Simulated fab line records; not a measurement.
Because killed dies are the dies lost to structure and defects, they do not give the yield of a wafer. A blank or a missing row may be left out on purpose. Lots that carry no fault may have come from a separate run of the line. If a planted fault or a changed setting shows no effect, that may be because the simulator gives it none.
fab line records	flow n5-finfet	part 1 of 2: steps 1 to 5 of 8
record: lots: 14	wafers: 42	last-day: 17
route steps=1938 shown BEOL_M0_SAQP@639 BEOL_M4@1111
lots that met no fault: from a run of the same line without faults
start-h: the number of hours between the record's first day and the start of the first shown wafer of the lot	wait-h: hours from the lot's prior step to this one	" as in the row above	L1.1+2: a row that stands for several wafers	- no value present, or no start provided	* or withheld: withheld	< > ~ a bound
route shown NAME@n: NAME is a module with steps in the file, n the number in the route of the first one	usual: mean/standard deviation taken from wafers without a fault	same: alike in all rows	chamber/n: place in a boat	sites: per-site readings	_std_site: standard deviation of those values	_edge_site: mean of outer sites minus mean of inner sites	radius-mm: for every site, how far away it sits from the centre of the wafer	mask NAME#n: copy n	behind: tool/chamber where the wafer was last shaped	hold: what put the lot on hold/how long, in hours/how the hold closed	device: the n, p or np transistor that did not switch	end of line: the same wafers' tests at the end of the route	step lacking rows: just its recipe	killed: dies that structure and defects cost at the first sort, which is not the same as the wafer's yield	map: a wafer's dies, x killed, . not, _ none there
set.NAME: the run value of the setting; set.NAME@STEP: its run value at that earlier step	model.NAME: the simulator's own value behind a step, which no gauge read
steps of the route over a sample of lots; a table a step, a row a wafer
services: from which hour (start-h, from the record's first day; less than 0 if before it) a tool's chamber was out of use, for how many hours, and why
== steps ==
step: N5_BEOL_M0_SAQP_THK_MEAS_05
usual: thk-nm: 59.9/0.76
lot.wafer	tool	chamber	start-h	wait-h	thk-nm
L186.2	film-metro-01	-	115.43	0.1	59.4
L186.3	"	-	"	"	59.9
L186.6	"	-	"	"	60.3
L188.1	film-metro-01	-	127.16	0.1	60.2
L188.2	"	-	"	"	59.9
L188.5	"	-	"	"	60.5
L189.2	film-metro-01	-	134.56	0.1	60.7
L189.4	"	-	"	"	61.1
L189.6	"	-	"	"	59.7
L190.1	film-metro-01	-	135.46	0.1	59.5
L190.2	"	-	"	"	58.7
L190.4	"	-	"	"	60.2
L193.2	film-metro-02	-	156.87	0.1	59.8
L193.3	"	-	"	"	60.3
L193.6	"	-	"	"	59.9
L194.3	film-metro-02	-	163.85	0.1	58.9
L194.4	"	-	"	"	60.2
L194.5	"	-	"	"	59.7
L195.1	film-metro-02	-	167.55	0.1	59.4
L195.2	"	-	"	"	60.6
L195.4	"	-	"	"	61.4
L196.1	film-metro-02	-	179.24	0.1	59.6
L196.4	"	-	"	"	60.4
L196.5	"	-	"	"	61.2
L199.2	film-metro-01	-	191.81	0.1	58.5
L199.4	"	-	"	"	59.5
L199.6	"	-	"	"	59.3
L200.2	film-metro-02	-	198.86	0.1	59.7
L200.3	"	-	"	"	58.9
L200.6	"	-	"	"	60.7
L205.4	film-metro-02	-	226.63	0.1	60.3
L205.5	"	-	"	"	60.8
L205.6	"	-	"	"	60.5
L206.2	film-metro-02	-	234.09	0.1	58.4
L206.3	"	-	"	"	58.6
L206.5	"	-	"	"	60.0
L207.1	film-metro-02	-	242.28	0.1	59.8
L207.2	"	-	"	"	59.6
L207.3	"	-	"	"	59.8
L208.3	film-metro-02	-	245.29	0.1	59.6
L208.4	"	-	"	"	59.4
L208.6	"	-	"	"	59.8
step: N5_BEOL_M0_SAQP_CD_MEAS_14
recipe: target-cd-nm: 42.5	landing-energy-ev: 500	detector: se-inlens
usual: cd-nm: 42.4/0.37
lot.wafer	tool	chamber	start-h	wait-h	cd-nm
L186.2	cd-sem-03	0	115.91	-	42.7
L186.3	"	0	"	"	42.5
L186.6	"	0	"	"	42.2
L188.1	cd-sem-01	0	127.52	-	42.4
L188.2	"	0	"	"	42.1
L188.5	"	0	"	"	42.0
L189.2	cd-sem-01	0	134.92	-	42.3
L189.4	"	0	"	"	42.6
L189.6	"	0	"	"	42.8
L190.1	cd-sem-03	0	135.94	-	42.3
L190.2	"	0	"	"	42.2
L190.4	"	0	"	"	42.1
L193.2	cd-sem-01	0	157.36	-	42.5
L193.3	"	0	"	"	43.2
L193.6	"	0	"	"	42.7
L194.3	cd-sem-02	0	164.21	-	42.2
L194.4	"	0	"	"	42.1
L194.5	"	0	"	"	42.3
L195.1	cd-sem-03	0	168.04	-	42.1
L195.2	"	0	"	"	41.9
L195.4	"	0	"	"	42.2
L196.1	cd-sem-01	0	179.73	-	42.6
L196.4	"	0	"	"	42.7
L196.5	"	0	"	"	41.9
L199.2	cd-sem-02	0	192.30	-	42.3
L199.4	"	0	"	"	42.6
L199.6	"	0	"	"	42.4
L200.2	cd-sem-02	0	199.24	-	42.5
L200.3	"	0	"	"	42.3
L200.6	"	0	"	"	42.9
L205.4	cd-sem-03	0	227.11	-	42.9
L205.5	"	0	"	"	42.2
L205.6	"	0	"	"	42.6
L206.2	cd-sem-02	0	234.57	-	42.4
L206.3	"	0	"	"	42.0
L206.5	"	0	"	"	42.5
L207.1	cd-sem-02	0	242.64	-	42.8
L207.2	"	0	"	"	42.0
L207.3	"	0	"	"	41.5
L208.3	cd-sem-02	0	245.77	-	42.4
L208.4	"	0	"	"	42.7
L208.6	"	0	"	"	42.0
step: N5_BEOL_M0_SAQP_ETCH_83
recipe: chemistry: CF4	target: SiARC	target-depth-a: 390	mask-material: CAR-ArF	time-s: 65	ion-energy-ev: 80	pressure-mtorr: 40	source-w: 545	bias-w: 36	Ar_flow_sccm: 100	cf4-flow-sccm: 100	ends: cleared
usual: bias-w: 36.01/0.11	cf4-flow-sccm: 100.0/0.33	drypump-motor-current-A: 5.73/0.27	etch-rf-on-time-s: 64.0/1.9	oes-product-au: 0.67/0.069	rf-fwd-power-W: 538.5/2.4	rf-vpp-V: 184.1/1.2	showerhead-plenum-p-Torr: 2.14/0.06	throttle-valve-pct: 15.67/0.21
lot.wafer	tool	chamber	start-h	wait-h	bias-w	cf4-flow-sccm	drypump-motor-current-A	etch-rf-on-time-s	oes-product-au	rf-fwd-power-W	rf-hours-counter-h	rf-vpp-V	showerhead-plenum-p-Torr	throttle-valve-pct
L186.2	rie-diel-05	0	116.03	0.0	35.91	100.2	5.85	60.7	0.69	536.8	124	184.8	2.08	15.88
L186.3	"	2	"	"	35.95	99.6	5.59	60.4	0.78	537.9	39	184.2	2.18	15.40
L186.6	"	1	"	"	35.99	99.8	5.71	64.7	0.64	535.6	-	185.1	2.14	15.34
L188.1	rie-diel-06	1	127.65	0.0	35.78	99.8	5.90	65.6	0.64	540.2	155	186.5	2.23	15.72
L188.2	"	0	"	"	36.12	99.9	5.82	64.3	0.64	539.9	136	186.2	2.16	15.84
L188.5	"	2	"	"	36.08	100.4	5.51	66.1	0.60	538.9	-	185.1	2.13	15.54
L189.2	rie-diel-05	0	135.04	0.0	35.90	99.8	5.85	60.9	0.69	541.6	129	183.4	2.08	15.90
L189.4	"	0	"	"	36.02	99.5	5.85	60.9	0.68	539.1	-	182.7	2.08	15.90
L189.6	"	1	"	"	35.98	100.2	5.74	64.6	0.64	536.0	-	182.0	2.14	15.35
L190.1	rie-diel-03	1	136.35	0.0	36.00	100.4	6.22	62.1	0.63	540.7	174	182.3	2.06	15.81
L190.2	"	0	"	"	35.97	100.5	5.34	64.5	0.62	540.0	182	184.0	2.13	15.75
L190.4	"	1	"	"	35.91	100.2	6.21	62.3	0.63	539.9	-	183.8	2.06	15.82
L193.2	rie-diel-05	3	157.48	0.0	35.90	100.0	6.15	67.6	0.78	542.5	5	186.6	2.27	15.60
L193.3	"	2	"	"	36.11	100.3	5.57	62.5	0.76	539.0	49	183.2	2.17	15.43
L193.6	"	1	"	"	35.96	99.5	5.73	66.1	0.63	535.1	-	183.3	2.14	15.35
L194.3	rie-diel-05	0	164.33	0.0	35.90	99.8	5.84	61.0	0.68	540.7	139	182.5	2.07	15.90
L194.4	"	1	"	"	36.07	100.1	5.73	64.9	0.64	537.8	156	184.5	2.14	15.35
L194.5	"	0	"	"	35.96	100.0	5.84	61.0	0.68	539.6	-	182.2	2.07	15.90
L195.1	rie-diel-05	1	168.16	0.0	36.18	99.8	5.73	65.3	0.62	536.4	157	183.4	2.14	15.34
L195.2	"	2	"	"	36.01	99.8	5.56	61.4	0.75	539.9	52	184.2	2.17	15.44
L195.4	"	0	"	"	35.93	100.1	5.84	61.5	0.66	536.9	141	183.6	2.07	15.90
L196.1	rie-diel-06	2	179.86	0.0	36.00	99.9	5.51	66.0	0.60	539.7	208	182.8	2.12	15.57
L196.4	"	0	"	"	36.00	98.9	5.84	63.8	0.64	535.9	152	184.0	2.15	15.90
L196.5	"	0	"	"	35.92	99.7	5.84	63.9	0.63	534.1	-	183.7	2.15	15.89
L199.2	rie-diel-05	1	192.42	0.0	35.92	99.8	5.76	65.2	0.63	536.5	165	184.7	2.13	15.38
L199.4	"	3	"	"	35.93	99.6	6.12	66.4	0.76	539.7	16	184.0	2.27	15.61
L199.6	"	2	"	"	36.21	99.6	5.58	61.5	0.74	543.9	-	184.4	2.17	15.43
L200.2	rie-diel-03	1	199.47	0.0	35.82	100.2	6.22	63.1	0.61	539.5	197	183.3	2.05	15.85
L200.3	"	2	"	"	35.89	99.9	5.52	64.6	0.77	541.1	12	187.4	2.28	15.43
L200.6	"	3	"	"	36.02	100.2	5.26	64.5	0.63	534.1	-	184.2	2.14	15.74
L205.4	rie-diel-05	1	227.26	0.0	36.07	99.2	5.77	64.7	0.62	537.1	-	184.2	2.13	15.41
L205.5	"	0	"	"	36.17	100.2	5.84	60.8	0.66	539.2	-	183.5	2.07	15.95
L205.6	"	3	"	"	36.05	100.2	6.14	66.7	0.75	536.8	-	185.4	2.27	15.64
L206.2	rie-diel-03	0	234.69	0.0	35.97	99.8	5.39	64.8	0.60	539.3	216	183.9	2.12	15.80
L206.3	"	3	"	"	35.95	99.7	5.26	63.3	0.63	535.3	196	182.5	2.14	15.76
L206.5	"	0	"	"	35.97	99.9	5.40	65.2	0.60	537.4	-	183.5	2.12	15.79
L207.1	rie-diel-06	1	242.76	0.0	36.19	100.2	5.95	65.7	0.62	539.3	190	186.3	2.22	15.80
L207.2	"	0	"	"	35.89	100.3	5.83	63.8	0.62	537.6	170	183.0	2.14	15.91
L207.3	"	2	"	"	36.21	99.9	5.51	66.6	0.58	539.4	227	183.4	2.11	15.61
L208.3	rie-diel-03	1	245.89	0.0	36.08	100.1	6.24	63.0	0.60	539.2	213	182.2	2.05	15.89
L208.4	"	3	"	"	36.07	100.1	5.27	63.5	0.63	538.4	-	183.5	2.14	15.76
L208.6	"	0	"	"	35.98	99.8	5.37	64.8	0.59	542.3	-	183.8	2.12	15.80
step: N5_BEOL_M0_SAQP_ETCH_84
recipe: chemistry: N2/H2	target: SOC	target-depth-a: 1000	overetch-a: 200	mask-material: SiARC	temp-c: 40	time-s: 150	ion-energy-ev: 200	pressure-mtorr: 30	source-w: 840	bias-w: 150	n2-flow-sccm: 200	h2-flow-sccm: 200
usual: bias-w: 149.9/0.45	chamber-pressure-mTorr: 30.003/0.027	drypump-motor-current-A: 5.74/0.27	oes-product-au: 0.69/0.067	rf-fwd-power-W: 836.3/2.6	rf-vpp-V: 523.8/2.4	showerhead-plenum-p-Torr: 2.54/0.08	throttle-valve-pct: 17.89/0.22
lot.wafer	tool	chamber	start-h	wait-h	bias-w	chamber-pressure-mTorr	drypump-motor-current-A	oes-product-au	rf-fwd-power-W	rf-hours-counter-h	rf-vpp-V	showerhead-plenum-p-Torr	throttle-valve-pct
L186.2	rie-diel-05	0	116.08	0.0	149.3	30.011	5.86	0.69	837.7	124	520.7	2.44	17.90
L186.3	"	2	"	"	150.8	30.050	5.57	0.78	836.0	39	523.3	2.59	17.62
L186.6	"	1	"	"	149.2	30.035	5.74	0.67	834.5	-	524.9	2.53	17.47
L188.1	rie-diel-06	1	127.70	0.0	148.7	29.990	5.92	0.67	839.1	155	528.2	2.66	17.93
L188.2	"	0	"	"	149.8	30.029	5.83	0.67	834.3	136	525.4	2.53	17.99
L188.5	"	2	"	"	149.7	29.992	5.51	0.64	837.6	-	524.3	2.54	17.86
L189.2	rie-diel-05	0	135.09	0.0	149.9	30.058	5.85	0.69	836.2	129	520.7	2.44	17.90
L189.4	"	0	"	"	149.5	29.981	5.85	0.69	839.5	-	520.4	2.44	17.90
L189.6	"	1	"	"	150.0	30.045	5.74	0.67	833.3	-	524.0	2.53	17.49
L190.1	rie-diel-03	1	136.40	0.0	149.7	29.999	6.24	0.64	834.5	174	521.1	2.43	18.02
L190.2	"	0	"	"	150.7	29.988	5.38	0.65	840.6	182	522.0	2.53	18.12
L190.4	"	1	"	"	149.6	29.996	6.25	0.65	834.2	-	520.9	2.43	18.02
L193.2	rie-diel-05	3	157.53	0.0	150.1	29.998	6.11	0.83	839.5	5	528.7	2.71	17.93
L193.3	"	2	"	"	149.4	29.950	5.57	0.77	839.8	49	526.4	2.58	17.63
L193.6	"	1	"	"	149.5	29.984	5.75	0.66	836.0	-	522.8	2.53	17.52
L194.3	rie-diel-05	0	164.38	0.0	149.2	30.014	5.86	0.68	835.4	139	520.7	2.44	17.91
L194.4	"	1	"	"	150.1	30.081	5.71	0.67	837.8	156	521.1	2.53	17.52
L194.5	"	0	"	"	150.2	29.948	5.87	0.68	837.3	-	519.4	2.44	17.91
L195.1	rie-diel-05	1	168.21	0.0	150.5	30.009	5.76	0.66	836.0	157	523.0	2.53	17.51
L195.2	"	2	"	"	150.4	29.990	5.55	0.76	838.4	52	526.0	2.58	17.64
L195.4	"	0	"	"	149.7	29.998	5.84	0.68	836.8	141	520.1	2.44	17.91
L196.1	rie-diel-06	2	179.91	0.0	150.1	29.991	5.52	0.63	834.3	208	523.8	2.53	17.89
L196.4	"	0	"	"	150.2	30.030	5.85	0.66	836.4	152	524.4	2.52	18.01
L196.5	"	0	"	"	150.5	30.015	5.84	0.66	834.9	-	523.6	2.52	18.02
L199.2	rie-diel-05	1	192.47	0.0	-	-	-	-	-	-	-	-	-
L199.4	"	3	"	"	-	-	-	-	-	-	-	-	-
L199.6	"	2	"	"	-	-	-	-	-	-	-	-	-
L200.2	rie-diel-03	1	199.52	0.0	-	-	-	-	-	-	-	-	-
L200.3	"	2	"	"	-	-	-	-	-	-	-	-	-
L200.6	"	3	"	"	-	-	-	-	-	-	-	-	-
L205.4	rie-diel-05	1	227.33	0.0	150.3	29.995	5.77	0.64	839.2	-	523.9	2.52	17.54
L205.5	"	0	"	"	149.5	29.986	5.85	0.66	836.4	-	520.8	2.43	17.95
L205.6	"	3	"	"	150.1	29.985	6.12	0.78	836.9	-	528.4	2.70	17.95
L206.2	rie-diel-03	0	234.74	0.0	149.7	30.043	5.38	0.63	843.4	216	522.8	2.52	18.16
L206.3	"	3	"	"	149.9	30.018	5.25	0.65	836.0	196	524.1	2.53	18.05
L206.5	"	0	"	"	150.2	30.018	5.40	0.62	842.4	-	522.8	2.52	18.14
L207.1	rie-diel-06	1	242.81	0.0	149.7	30.024	5.91	0.65	836.1	190	526.3	2.64	17.99
L207.2	"	0	"	"	149.9	29.969	5.85	0.65	833.8	170	524.7	2.51	18.04
L207.3	"	2	"	"	150.1	29.992	5.53	0.62	836.3	227	524.7	2.52	17.93
L208.3	rie-diel-03	1	245.94	0.0	149.9	29.972	6.24	0.62	836.1	213	519.0	2.42	18.07
L208.4	"	3	"	"	149.5	30.061	5.24	0.64	832.2	-	522.7	2.52	18.05
L208.6	"	0	"	"	149.7	29.969	5.36	0.62	838.5	-	522.6	2.52	18.15
step: N5_BEOL_M0_SAQP_HM_OPEN_112
recipe: chemistry: CHF3/O2	target: SiO2	stop-on: a-Si	target-depth-a: 120	over-etch-frac: 1.25	mask-material: SOC	time-s: 13.5	pressure-mtorr: 30	source-w: 650	bias-w: 170	Ar_flow_sccm: 200	CHF3_flow_sccm: 50	O2_flow_sccm: 5	ion-energy-ev: 200	ends: end-point
usual: drypump-motor-current-A: 5.73/0.26	oes_o_777_au: 0.77/0.077	oes-product-au: 0.51/0.049	rf-fwd-power-W: 644.9/2.5	rf-vpp-V: 526/10	showerhead-plenum-p-Torr: 2.41/0.073	throttle-valve-pct: 18.88/0.23
lot.wafer	tool	chamber	start-h	wait-h	drypump-motor-current-A	oes_o_777_au	oes-product-au	rf-fwd-power-W	rf-hours-counter-h	rf-vpp-V	showerhead-plenum-p-Torr	throttle-valve-pct
L186.2	rie-diel-05	0	116.19	0.0	5.85	0.80	0.51	648.3	124	518	2.32	19.03
L186.3	"	2	"	"	5.58	0.88	0.57	649.1	39	524	2.45	18.67
L186.6	"	1	"	"	5.74	0.72	0.50	645.3	-	541	2.40	18.44
L188.1	rie-diel-06	1	127.80	0.0	5.89	0.76	0.49	649.6	155	533	2.51	18.93
L188.2	"	0	"	"	5.85	0.75	0.49	641.6	136	511	2.42	19.04
L188.5	"	2	"	"	5.52	0.71	0.46	640.7	-	522	2.38	18.66
L189.2	rie-diel-05	0	135.20	0.0	5.82	0.80	0.50	644.5	129	518	2.32	19.06
L189.4	"	0	"	"	5.84	0.80	0.50	644.8	-	516	2.32	19.05
L189.6	"	1	"	"	5.78	0.73	0.49	640.1	-	540	2.40	18.45
L190.1	rie-diel-03	1	136.51	0.0	6.22	0.74	0.47	647.1	174	526	2.31	18.99
L190.2	"	0	"	"	5.39	0.71	0.47	645.6	182	532	2.39	18.91
L190.4	"	1	"	"	6.23	0.74	0.47	644.6	-	527	2.31	18.99
L193.2	rie-diel-05	3	157.64	0.0	6.07	0.90	0.61	646.0	5	542	2.57	18.91
L193.3	"	2	"	"	5.56	0.87	0.56	648.2	49	526	2.45	18.69
L193.6	"	1	"	"	5.73	0.71	0.49	643.1	-	541	2.39	18.45
L194.3	rie-diel-05	0	164.49	0.0	5.85	0.79	0.49	651.1	139	517	2.32	19.06
L194.4	"	1	"	"	5.71	0.71	0.48	642.7	156	541	2.39	18.45
L194.5	"	0	"	"	5.87	0.79	0.50	647.0	-	516	2.32	19.05
L195.1	rie-diel-05	1	168.32	0.0	5.73	0.71	0.48	640.5	157	539	2.39	18.47
L195.2	"	2	"	"	5.56	0.87	0.55	648.8	52	523	2.45	18.70
L195.4	"	0	"	"	5.86	0.78	0.51	644.4	141	516	2.32	19.07
L196.1	rie-diel-06	2	180.02	0.0	5.51	0.71	0.46	641.9	208	522	2.37	18.70
L196.4	"	0	"	"	5.81	0.73	0.49	642.5	152	512	2.41	19.07
L196.5	"	0	"	"	5.83	0.73	0.49	644.6	-	511	2.41	19.10
L199.2	rie-diel-05	1	192.57	0.0	5.72	0.71	0.28	644.6	165	540	2.39	18.43
L199.4	"	3	"	"	6.09	0.86	0.34	647.7	16	543	2.56	18.89
L199.6	"	2	"	"	5.58	0.85	0.32	647.8	-	521	2.44	18.65
L200.2	rie-diel-03	1	199.63	0.0	6.24	0.73	0.26	643.2	197	526	2.30	18.98
L200.3	"	2	"	"	5.54	0.93	0.34	644.5	13	531	2.57	18.64
L200.6	"	3	"	"	5.24	0.72	0.28	648.1	-	516	2.41	18.94
L205.4	rie-diel-05	1	227.42	0.0	5.73	0.70	0.47	641.9	-	539	2.38	18.50
L205.5	"	0	"	"	5.86	0.77	0.49	649.7	-	519	2.31	19.11
L205.6	"	3	"	"	6.13	0.84	0.58	648.3	-	543	2.56	18.97
L206.2	rie-diel-03	0	234.85	0.0	5.39	0.69	0.45	645.7	216	531	2.38	18.96
L206.3	"	3	"	"	5.25	0.72	0.46	647.2	196	515	2.41	19.01
L206.5	"	0	"	"	5.38	0.69	0.46	648.4	-	532	2.38	18.97
L207.1	rie-diel-06	1	242.92	0.0	5.92	0.73	0.47	646.2	190	534	2.50	18.97
L207.2	"	0	"	"	5.83	0.72	0.46	641.3	170	510	2.40	19.12
L207.3	"	2	"	"	5.55	0.69	0.45	646.2	227	523	2.37	18.73
L208.3	rie-diel-03	1	246.05	0.0	6.23	0.71	0.45	644.2	213	526	2.30	19.06
L208.4	"	3	"	"	5.24	0.72	0.47	641.9	-	516	2.41	19.03
L208.6	"	0	"	"	5.36	0.69	0.46	647.4	-	532	2.38	18.98
== key ==
first-sign: step: N5_BEOL_M0_SAQP_ETCH_84	reading: tool-record	direction: missing
effect: step: N5_BEOL_M0_SAQP_HM_OPEN_112	reading: oes-product-au	direction: down	sigmas: 4.1	usual: 0.51	struck: 0.30
effect: step: N5_BEOL_M0_SAQP_MANDREL_ETCH_20	reading: oes-product-au	direction: down	sigmas: 36	usual: 0.780	struck: 0.332
effect: step: N5_BEOL_M0_SAQP_CD_MEAS_25	reading: cd-nm	direction: missing
met-at N5_BEOL_M0_SAQP_ETCH_84
struck-lots L199,L200
later-rows-left-out L199.2,L199.4,L199.6,L200.2,L200.3,L200.6
sort-left-out L199.2,L199.4,L199.6,L200.2,L200.3,L200.6
not-acting-at N5_BEOL_M0_SAQP_THK_MEAS_05,N5_BEOL_M0_SAQP_CD_MEAS_14,N5_BEOL_M0_SAQP_ETCH_83
onset-between 168.21 192.47
fault: kind: skipped-step-whole	tool: rie-diel-03,rie-diel-05	chamber: -	onset-h: 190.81	steps: N5_BEOL_M0_SAQP_ETCH_84	scope: struck-lots-only
sort-left-out: the simulated sort isn't trusted on such a fault, so these wafers' sort isn't shown, and their yield isn't known
later-rows-left-out: the simulator's readings of these wafers behind a module that went badly wrong aren't trusted and aren't shown, but for the sort
